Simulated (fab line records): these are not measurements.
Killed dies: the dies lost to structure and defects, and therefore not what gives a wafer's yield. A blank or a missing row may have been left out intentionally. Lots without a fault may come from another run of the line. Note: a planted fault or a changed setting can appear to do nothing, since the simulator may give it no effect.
Chamber matching / flow n5_finfet / N5_BEOL_M0_SAQP_ILD_DEP_01 on pecvd-01: 3 sister chambers
The step deposits SiOC from DEMS/O2, target thk 45.419 nm, time 8.7 s. 14 wafers are shown with their chamber, then 7 later ones without.

WAFERS, EACH WITH ITS CHAMBER
wafer=L075.3; chamber=2; throttle_valve_pct (%)=10.4; showerhead_plenum_p_Torr (Torr)=5.728; heater_power_w (W)=356
wafer=L075.4; chamber=2; throttle_valve_pct (%)=10.6; showerhead_plenum_p_Torr (Torr)=5.703; heater_power_w (W)=352
wafer=L075.6; chamber=1; throttle_valve_pct (%)=11.2; showerhead_plenum_p_Torr (Torr)=5.691; heater_power_w (W)=367
wafer=L077.2; chamber=2; throttle_valve_pct (%)=10.3; showerhead_plenum_p_Torr (Torr)=5.720; heater_power_w (W)=314
wafer=L077.3; chamber=1; throttle_valve_pct (%)=11.2; showerhead_plenum_p_Torr (Torr)=5.683; heater_power_w (W)=385
wafer=L077.5; chamber=0; throttle_valve_pct (%)=11.9; showerhead_plenum_p_Torr (Torr)=5.695; heater_power_w (W)=460
wafer=L081.2; chamber=2; throttle_valve_pct (%)=10.5; showerhead_plenum_p_Torr (Torr)=5.713; heater_power_w (W)=361
wafer=L081.5; chamber=2; throttle_valve_pct (%)=10.4; showerhead_plenum_p_Torr (Torr)=5.721; heater_power_w (W)=360
wafer=L081.6; chamber=1; throttle_valve_pct (%)=11.5; showerhead_plenum_p_Torr (Torr)=5.679; heater_power_w (W)=385
wafer=L082.1; chamber=2; throttle_valve_pct (%)=10.4; showerhead_plenum_p_Torr (Torr)=5.714; heater_power_w (W)=386
wafer=L082.2; chamber=0; throttle_valve_pct (%)=11.5; showerhead_plenum_p_Torr (Torr)=5.693; heater_power_w (W)=457
wafer=L082.3; chamber=1; throttle_valve_pct (%)=11.1; showerhead_plenum_p_Torr (Torr)=5.678; heater_power_w (W)=377
wafer=L085.4; chamber=0; throttle_valve_pct (%)=11.8; showerhead_plenum_p_Torr (Torr)=5.695; heater_power_w (W)=408
wafer=L085.5; chamber=2; throttle_valve_pct (%)=10.2; showerhead_plenum_p_Torr (Torr)=5.727; heater_power_w (W)=332

SIGNATURES, as means of the wafers listed above
reading=throttle_valve_pct; chamber 0=11.733; chamber 1=11.250; chamber 2=10.400; scatter within a chamber=0.159
reading=showerhead_plenum_p_Torr; chamber 0=5.69433; chamber 1=5.68275; chamber 2=5.71800; scatter within a chamber=0.00718
reading=heater_power_w; chamber 0=441.67; chamber 1=378.50; chamber 2=351.57; scatter within a chamber=21.5
Rule: distance of a wafer from a chamber = root of the sum over the readings of ((wafer's reading minus chamber's mean) / reading's scatter) squared. If the next closest chamber is less than 2 further off than the closest, the wafer can't be placed; otherwise it belongs to the closest. The scatter is the square root of a quotient: the sum, over the shown wafers, of each reading's squared deviation from its chamber's mean, divided by wafers minus chambers.

WAFERS WITHOUT THEIR CHAMBER
wafer=L085.6; throttle_valve_pct (%)=11.7; showerhead_plenum_p_Torr (Torr)=5.666; heater_power_w (W)=426
wafer=L089.3; throttle_valve_pct (%)=10.8; showerhead_plenum_p_Torr (Torr)=5.704; heater_power_w (W)=345
wafer=L089.4; throttle_valve_pct (%)=11.2; showerhead_plenum_p_Torr (Torr)=5.688; heater_power_w (W)=427
wafer=L089.5; throttle_valve_pct (%)=11.6; showerhead_plenum_p_Torr (Torr)=5.690; heater_power_w (W)=377
wafer=L091.2; throttle_valve_pct (%)=10.6; showerhead_plenum_p_Torr (Torr)=5.700; heater_power_w (W)=370
wafer=L091.4; throttle_valve_pct (%)=11.2; showerhead_plenum_p_Torr (Torr)=5.690; heater_power_w (W)=412
wafer=L091.5; throttle_valve_pct (%)=11.4; showerhead_plenum_p_Torr (Torr)=5.700; heater_power_w (W)=449

EACH ONE'S CHAMBER
wafer=L085.6; from the rows above=can't be placed: 0 or 1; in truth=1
wafer=L089.3; from the rows above=can't be placed: 2 or 1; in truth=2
wafer=L089.4; from the rows above=can't be placed: 1 or 0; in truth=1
wafer=L089.5; from the rows above=can't be placed: 1 or 0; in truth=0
wafer=L091.2; from the rows above=can't be placed: 2 or 1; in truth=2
wafer=L091.4; from the rows above=can't be placed: 1 or 0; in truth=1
wafer=L091.5; from the rows above=can't be placed: 0 or 1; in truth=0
Correctly placed: 0 of 7. From these rows, 7 cannot be placed; in 7 the true chamber is one of the candidates. Wrongly placed: 0.
